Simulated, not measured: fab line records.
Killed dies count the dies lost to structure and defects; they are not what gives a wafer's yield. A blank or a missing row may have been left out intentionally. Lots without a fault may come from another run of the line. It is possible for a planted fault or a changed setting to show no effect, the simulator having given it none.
fab line records -- flow n5-finfet -- part 2 of 2: steps 5 to 6 of 6
record: lots: 23, wafers: 69, last-day: 17
route steps=1938 shown MOL_CONTACT_COAG@618 BEOL_M0_SAQP@636
lots that met no fault: from a run of the same line without faults
start-h: start of the lot's first displayed wafer, in hours after the record's first day -- wait-h: how many hours have passed since the lot's step before this one -- " repeats the value in the row above -- L1.1+2: a row that stands for several wafers -- - no value, or no start was given -- * or withheld: withheld -- < > ~ a bound
route shown NAME@n: a module of which the file shows steps, and the number in the route of the first -- usual: mean and standard deviation over wafers with no fault -- same: alike in all rows -- chamber/n: place in a boat -- sites: readings site by site -- _std_site: standard deviation across them -- _edge_site: mean of outer sites minus mean of inner sites -- radius-mm: for every site, how far away it sits from the centre of the wafer -- mask NAME#n: copy n -- behind: the tool/chamber that last shaped the wafer -- hold: what put the lot on hold/how long, in hours/how the hold closed -- device: transistor that didn't switch, given as n, p or np -- end of line: tests run on the same wafers once the route is complete -- where a step has no rows: the recipe by itself -- killed: not the wafer's yield, but the dies lost to structure and defects at the first sort -- map: a wafer's dies, marking killed ones x, the rest . and places with no die _
set.NAME: the setting as run; set.NAME@STEP: as run at that earlier step -- model.NAME: the simulator's own value behind a step, which no gauge read
one table for each step of the route and one row for each wafer, over a sample of lots
services: when a tool's chamber went out of use (start-h, in hours from the record's first day, below 0 if earlier), for how many hours, and the reason
== steps ==
step: N5_BEOL_M0_SAQP_ETCH_84
recipe: chemistry: N2/H2, target: SOC, target-depth-a: 1000, overetch-a: 200, mask-material: SiARC, temp-c: 40, time-s: 150, ion-energy-ev: 200, pressure-mtorr: 30, source-w: 840, bias-w: 150, n2-flow-sccm: 200, h2-flow-sccm: 200
usual: drypump-motor-current-A: 5.7/0.36, oes-product-au: 0.72/0.079, rf-vpp-V: 524.9/1.9, showerhead-plenum-p-Torr: 2.57/0.07, throttle-valve-pct: 17.65/0.25
lot.wafer,tool,chamber,start-h,wait-h,drypump-motor-current-A,oes-product-au,rf-hours-counter-h,rf-vpp-V,showerhead-plenum-p-Torr,throttle-valve-pct
L074.3,rie-diel-01,3,112.34,0.0,6.2,0.62,240,522.5,2.52,17.87
L074.4,rie-diel-01,2,112.34,0.0,5.8,0.82,18,522.8,2.49,17.83
L074.5,rie-diel-01,2,112.34,0.0,5.8,0.82,-,521.9,2.49,17.83
L075.1,rie-diel-01,0,117.01,0.0,5.6,0.64,218,524.3,2.50,17.71
L075.2,rie-diel-01,1,117.01,0.0,5.7,0.79,38,529.1,2.70,17.87
L075.3,rie-diel-01,2,117.01,0.0,5.8,0.82,19,522.8,2.49,17.82
L076.2,rie-diel-01,1,120.96,0.0,5.7,0.79,39,528.5,2.70,17.87
L076.3,rie-diel-01,3,120.96,0.0,6.2,0.62,243,522.7,2.52,17.87
L076.6,rie-diel-01,1,120.96,0.0,5.7,0.79,-,526.7,2.70,17.87
L077.1,rie-diel-01,2,126.41,0.0,5.8,0.81,22,521.1,2.49,17.82
L077.3,rie-diel-01,0,126.41,0.0,5.6,0.62,222,524.4,2.49,17.73
L077.6,rie-diel-01,2,126.41,0.0,5.8,0.81,-,522.6,2.49,17.83
L078.1,rie-diel-05,3,130.25,0.0,5.8,0.63,243,525.1,2.59,17.44
L078.5,rie-diel-05,2,130.25,0.0,5.7,0.86,-,525.5,2.59,17.42
L078.6,rie-diel-05,3,130.25,0.0,5.8,0.63,-,527.6,2.59,17.43
L079.3,rie-diel-01,2,137.76,0.0,5.8,0.80,25,522.8,2.48,17.83
L079.4,rie-diel-01,0,137.76,0.0,5.6,0.62,226,522.3,2.49,17.72
L079.5,rie-diel-01,3,137.76,0.0,6.2,0.62,-,524.6,2.51,17.88
L080.2,rie-diel-05,1,141.30,0.0,5.6,0.80,30,525.9,2.59,17.62
L080.4,rie-diel-05,0,141.30,0.0,5.0,0.64,200,526.6,2.63,17.74
L080.6,rie-diel-05,3,141.30,0.0,5.8,0.63,-,526.7,2.59,17.43
L081.2,rie-diel-04,0,146.38,0.0,5.4,0.67,159,527.0,2.63,17.67
L081.3,rie-diel-04,3,146.38,0.0,6.1,0.72,102,524.4,2.54,17.16
L081.4,rie-diel-04,1,146.38,0.0,5.0,0.67,-,526.8,2.67,17.70
L082.2,rie-diel-01,1,157.97,0.0,5.7,0.77,53,528.6,2.70,17.90
L082.3,rie-diel-01,2,157.97,0.0,5.8,0.79,33,522.5,2.48,17.84
L082.6,rie-diel-01,2,157.97,0.0,5.8,0.80,-,522.6,2.48,17.86
L083.1,rie-diel-04,1,161.70,0.0,5.0,0.67,158,527.0,2.67,17.71
L083.4,rie-diel-04,2,161.70,0.0,6.0,0.61,248,526.5,2.59,18.05
L083.5,rie-diel-04,2,161.70,0.0,6.0,0.62,-,526.7,2.59,18.05
L084.1,rie-diel-01,1,169.72,0.0,5.7,0.76,57,528.6,2.69,17.89
L084.3,rie-diel-01,3,169.72,0.0,6.2,0.86,2,522.4,2.51,17.51
L084.6,rie-diel-01,0,169.72,0.0,5.6,0.62,-,523.0,2.49,17.75
L085.2,rie-diel-04,1,172.28,0.0,5.0,0.66,162,525.7,2.67,17.70
L085.3,rie-diel-04,3,172.28,0.0,6.1,0.72,109,524.5,2.53,17.18
L085.6,rie-diel-04,1,172.28,0.0,5.0,0.66,-,526.9,2.67,17.70
L086.1,rie-diel-04,3,186.83,0.0,6.1,0.71,115,523.6,2.53,17.19
L086.3,rie-diel-04,1,186.83,0.0,5.0,0.67,165,526.2,2.66,17.71
L086.4,rie-diel-04,3,186.83,0.0,6.1,0.72,-,523.8,2.53,17.16
L087.1,rie-diel-01,0,191.45,0.0,5.6,0.61,243,523.6,2.48,17.75
L087.2,rie-diel-01,1,191.45,0.0,5.7,0.76,64,526.2,2.69,17.89
L087.3,rie-diel-01,2,191.45,0.0,5.8,0.78,44,522.2,2.48,17.85
L088.1,rie-diel-04,0,194.58,0.0,5.5,0.67,175,527.3,2.63,17.72
L088.4,rie-diel-04,3,194.58,0.0,6.1,0.71,-,523.5,2.53,17.20
L088.5,rie-diel-04,1,194.58,0.0,5.0,0.66,-,525.7,2.66,17.72
L090.2,rie-diel-01,1,204.64,0.0,5.7,0.76,68,526.8,2.69,17.92
L090.3,rie-diel-01,2,204.64,0.0,5.8,0.77,48,522.1,2.47,17.86
L090.5,rie-diel-01,2,204.64,0.0,5.8,0.78,-,521.3,2.48,17.87
L091.1,rie-diel-05,3,209.07,0.0,5.8,0.81,12,524.7,2.58,17.02
L091.3,rie-diel-05,1,209.07,0.0,5.6,0.77,53,524.7,2.58,17.69
L091.5,rie-diel-05,0,209.07,0.0,5.0,0.63,-,526.1,2.62,17.77
L092.2,rie-diel-05,3,219.13,0.0,5.8,0.81,16,524.2,2.58,17.03
L092.4,rie-diel-05,2,219.13,0.0,5.7,0.79,-,525.2,2.58,17.48
L092.5,rie-diel-05,3,219.13,0.0,5.8,0.81,-,525.5,2.58,17.02
L093.3,rie-diel-05,3,222.43,0.0,5.8,0.81,18,525.8,2.58,17.03
L093.5,rie-diel-05,1,222.43,0.0,5.6,0.76,-,524.0,2.58,17.69
L093.6,rie-diel-05,2,222.43,0.0,5.6,0.79,-,526.4,2.58,17.48
L094.2,rie-diel-05,0,225.66,0.0,5.0,0.63,229,525.5,2.61,17.78
L094.4,rie-diel-05,1,225.66,0.0,5.6,0.76,59,526.2,2.58,17.69
L094.6,rie-diel-05,0,225.66,0.0,5.0,0.62,-,526.3,2.61,17.78
L095.1,rie-diel-04,1,237.49,0.0,4.9,0.64,185,526.9,2.66,17.74
L095.2,rie-diel-04,3,237.49,0.0,6.1,0.71,128,522.5,2.53,17.21
L095.4,rie-diel-04,2,237.49,0.0,6.0,0.83,17,525.6,2.58,17.74
L096.1,rie-diel-04,0,240.50,0.0,5.4,0.65,192,528.1,2.62,17.74
L096.5,rie-diel-04,2,240.50,0.0,6.0,0.83,-,525.4,2.58,17.72
L096.6,rie-diel-04,3,240.50,0.0,6.1,0.70,-,524.0,2.53,17.21
L097.2,rie-diel-04,1,243.95,0.0,5.0,0.65,187,525.0,2.66,17.76
L097.5,rie-diel-04,0,243.95,0.0,5.4,0.65,-,525.8,2.62,17.74
L097.6,rie-diel-04,3,243.95,0.0,6.1,0.71,-,524.1,2.53,17.20
step: N5_BEOL_M0_SAQP_HM_OPEN_112
recipe: chemistry: CHF3/O2, target: SiO2, stop-on: a-Si, target-depth-a: 120, over-etch-frac: 1.25, mask-material: SOC, time-s: 13.5, pressure-mtorr: 30, source-w: 650, bias-w: 170, Ar_flow_sccm: 200, CHF3_flow_sccm: 50, O2_flow_sccm: 5, ion-energy-ev: 200, ends: end-point
usual: O2_flow_sccm: 5.002/0.014, drypump-motor-current-A: 5.7/0.36, oes-product-au: 0.53/0.058, rf-vpp-V: 524/12, showerhead-plenum-p-Torr: 2.45/0.054, throttle-valve-pct: 18.74/0.2
lot.wafer,tool,chamber,start-h,wait-h,O2_flow_sccm,drypump-motor-current-A,oes-product-au,rf-hours-counter-h,rf-vpp-V,showerhead-plenum-p-Torr,throttle-valve-pct
L074.3,rie-diel-01,3,112.45,0.0,4.978,6.2,0.45,241,506,2.39,18.86
L074.4,rie-diel-01,2,112.45,0.0,4.979,5.8,0.60,18,527,2.38,18.97
L074.5,rie-diel-01,2,112.45,0.0,4.997,5.8,0.60,-,525,2.38,18.97
L075.1,rie-diel-01,0,117.12,0.0,5.019,5.6,0.45,218,514,2.38,18.94
L075.2,rie-diel-01,1,117.12,0.0,4.995,5.7,0.57,38,532,2.54,18.72
L075.3,rie-diel-01,2,117.12,0.0,4.987,5.8,0.60,19,527,2.38,18.99
L076.2,rie-diel-01,1,121.07,0.0,4.996,5.7,0.57,40,532,2.54,18.70
L076.3,rie-diel-01,3,121.07,0.0,5.003,6.2,0.45,243,506,2.39,18.86
L076.6,rie-diel-01,1,121.07,0.0,5.000,5.7,0.58,-,531,2.54,18.71
L077.1,rie-diel-01,2,126.52,0.0,5.001,5.8,0.59,22,525,2.38,18.98
L077.3,rie-diel-01,0,126.52,0.0,4.969,5.6,0.45,222,513,2.38,18.96
L077.6,rie-diel-01,2,126.52,0.0,5.022,5.8,0.59,-,525,2.38,18.99
L078.1,rie-diel-05,3,130.35,0.0,4.981,5.8,0.46,243,520,2.51,18.78
L078.5,rie-diel-05,2,130.35,0.0,4.995,5.7,0.63,-,542,2.44,18.40
L078.6,rie-diel-05,3,130.35,0.0,4.991,5.8,0.46,-,519,2.51,18.79
L079.3,rie-diel-01,2,137.87,0.0,4.989,5.8,0.59,25,524,2.38,18.99
L079.4,rie-diel-01,0,137.87,0.0,5.010,5.6,0.46,226,514,2.38,18.95
L079.5,rie-diel-01,3,137.87,0.0,5.016,6.2,0.45,-,507,2.39,18.83
L080.2,rie-diel-05,1,141.41,0.0,5.021,5.6,0.59,30,514,2.48,18.72
L080.4,rie-diel-05,0,141.41,0.0,4.976,5.0,0.47,200,517,2.50,18.79
L080.6,rie-diel-05,3,141.41,0.0,4.997,5.8,0.47,-,521,2.50,18.78
L081.2,rie-diel-04,0,146.49,0.0,4.987,5.5,0.49,159,520,2.50,18.84
L081.3,rie-diel-04,3,146.49,0.0,5.024,6.1,0.52,102,546,2.46,18.49
L081.4,rie-diel-04,1,146.49,0.0,4.992,4.9,0.49,-,534,2.48,18.50
L082.2,rie-diel-01,1,158.08,0.0,4.991,5.7,0.56,53,532,2.53,18.74
L082.3,rie-diel-01,2,158.08,0.0,5.005,5.8,0.58,33,526,2.37,19.00
L082.6,rie-diel-01,2,158.08,0.0,5.005,5.8,0.58,-,526,2.37,18.97
L083.1,rie-diel-04,1,161.81,0.0,4.988,4.9,0.49,158,534,2.48,18.52
L083.4,rie-diel-04,2,161.81,0.0,5.007,6.0,0.45,249,514,2.45,19.13
L083.5,rie-diel-04,2,161.81,0.0,5.001,6.0,0.44,-,513,2.45,19.12
L084.1,rie-diel-01,1,169.83,0.0,5.010,5.7,0.55,57,532,2.53,18.75
L084.3,rie-diel-01,3,169.83,0.0,5.014,6.3,0.63,2,507,2.39,18.50
L084.6,rie-diel-01,0,169.83,0.0,4.989,5.6,0.46,-,513,2.38,18.98
L085.2,rie-diel-04,1,172.39,0.0,4.985,4.9,0.48,162,534,2.48,18.52
L085.3,rie-diel-04,3,172.39,0.0,5.040,6.1,0.51,110,545,2.45,18.52
L085.6,rie-diel-04,1,172.39,0.0,4.979,4.9,0.48,-,533,2.48,18.52
L086.1,rie-diel-04,3,186.94,0.0,4.982,6.1,0.52,115,547,2.45,18.55
L086.3,rie-diel-04,1,186.94,0.0,5.001,5.0,0.48,165,534,2.48,18.53
L086.4,rie-diel-04,3,186.94,0.0,4.995,6.1,0.52,-,544,2.45,18.54
L087.1,rie-diel-01,0,191.56,0.0,5.021,5.6,0.45,243,513,2.37,18.99
L087.2,rie-diel-01,1,191.56,0.0,4.992,5.7,0.55,64,531,2.53,18.75
L087.3,rie-diel-01,2,191.56,0.0,5.005,5.8,0.56,44,525,2.37,19.02
L088.1,rie-diel-04,0,194.69,0.0,4.992,5.4,0.48,175,520,2.50,18.88
L088.4,rie-diel-04,3,194.69,0.0,5.006,6.1,0.53,-,544,2.45,18.55
L088.5,rie-diel-04,1,194.69,0.0,5.014,5.0,0.48,-,533,2.48,18.54
L090.2,rie-diel-01,1,204.74,0.0,5.023,5.7,0.55,68,533,2.53,18.75
L090.3,rie-diel-01,2,204.74,0.0,5.008,5.8,0.57,48,524,2.37,19.03
L090.5,rie-diel-01,2,204.74,0.0,4.997,5.8,0.56,-,526,2.37,19.02
L091.1,rie-diel-05,3,209.18,0.0,4.990,5.8,0.60,12,520,2.50,18.42
L091.3,rie-diel-05,1,209.18,0.0,4.992,5.6,0.54,53,515,2.47,18.76
L091.5,rie-diel-05,0,209.18,0.0,5.016,5.0,0.46,-,517,2.50,18.81
L092.2,rie-diel-05,3,219.24,0.0,5.021,5.8,0.59,17,519,2.50,18.43
L092.4,rie-diel-05,2,219.24,0.0,5.005,5.7,0.58,-,542,2.43,18.47
L092.5,rie-diel-05,3,219.24,0.0,5.020,5.8,0.59,-,520,2.50,18.42
L093.3,rie-diel-05,3,222.54,0.0,5.014,5.8,0.59,18,518,2.50,18.41
L093.5,rie-diel-05,1,222.54,0.0,5.005,5.6,0.55,-,514,2.46,18.76
L093.6,rie-diel-05,2,222.54,0.0,5.007,5.7,0.57,-,540,2.43,18.44
L094.2,rie-diel-05,0,225.77,0.0,4.984,5.0,0.46,229,517,2.49,18.83
L094.4,rie-diel-05,1,225.77,0.0,5.005,5.6,0.55,59,514,2.46,18.76
L094.6,rie-diel-05,0,225.77,0.0,5.010,5.0,0.46,-,518,2.49,18.82
L095.1,rie-diel-04,1,237.59,0.0,5.024,4.9,0.47,185,534,2.47,18.57
L095.2,rie-diel-04,3,237.59,0.0,4.988,6.1,0.51,128,545,2.45,18.59
L095.4,rie-diel-04,2,237.59,0.0,4.999,6.0,0.61,17,515,2.45,18.82
L096.1,rie-diel-04,0,240.61,0.0,5.019,5.4,0.48,192,519,2.49,18.90
L096.5,rie-diel-04,2,240.61,0.0,5.004,6.0,0.60,-,515,2.45,18.81
L096.6,rie-diel-04,3,240.61,0.0,5.006,6.1,0.52,-,544,2.45,18.57
L097.2,rie-diel-04,1,244.05,0.0,4.994,5.0,0.48,187,533,2.47,18.57
L097.5,rie-diel-04,0,244.05,0.0,4.981,5.4,0.48,-,519,2.49,18.92
L097.6,rie-diel-04,3,244.05,0.0,4.994,6.1,0.52,-,545,2.44,18.58
== services ==
tool,chamber,start-h,hours,kind
rie-diel-02,-,91.15,2.8,pm
rie-diel-06,0,91.22,16.7,repair
rie-diel-01,-,100.88,0.9,repair
rie-diel-02,1,112.26,2.7,repair
rie-diel-04,0,135.51,2.6,repair
rie-diel-04,2,137.67,9.0,repair
rie-diel-06,3,143.16,8.3,repair
cvd-w-02,1,149.50,4.0,repair
rie-diel-05,3,154.00,3.5,repair
rie-diel-04,-,156.29,1.1,repair
pecvd-03,-,169.69,2.8,pm
rie-diel-04,1,173.36,6.0,repair
rie-diel-06,-,174.34,14.6,pm
cvd-w-02,-,181.47,1.5,repair
pecvd-01,-,186.49,2.8,pm
cvd-w-02,-,192.81,2.1,repair
cvd-w-01,-,200.55,3.6,repair
rie-diel-05,-,200.69,1.2,repair
rie-diel-04,3,204.29,12.3,repair
rie-diel-01,-,205.20,14.6,pm
rie-diel-03,2,228.06,8.4,repair
rie-diel-05,0,231.27,1.3,repair
rie-diel-06,2,235.93,8.0,repair
rie-diel-01,2,241.99,4.6,repair
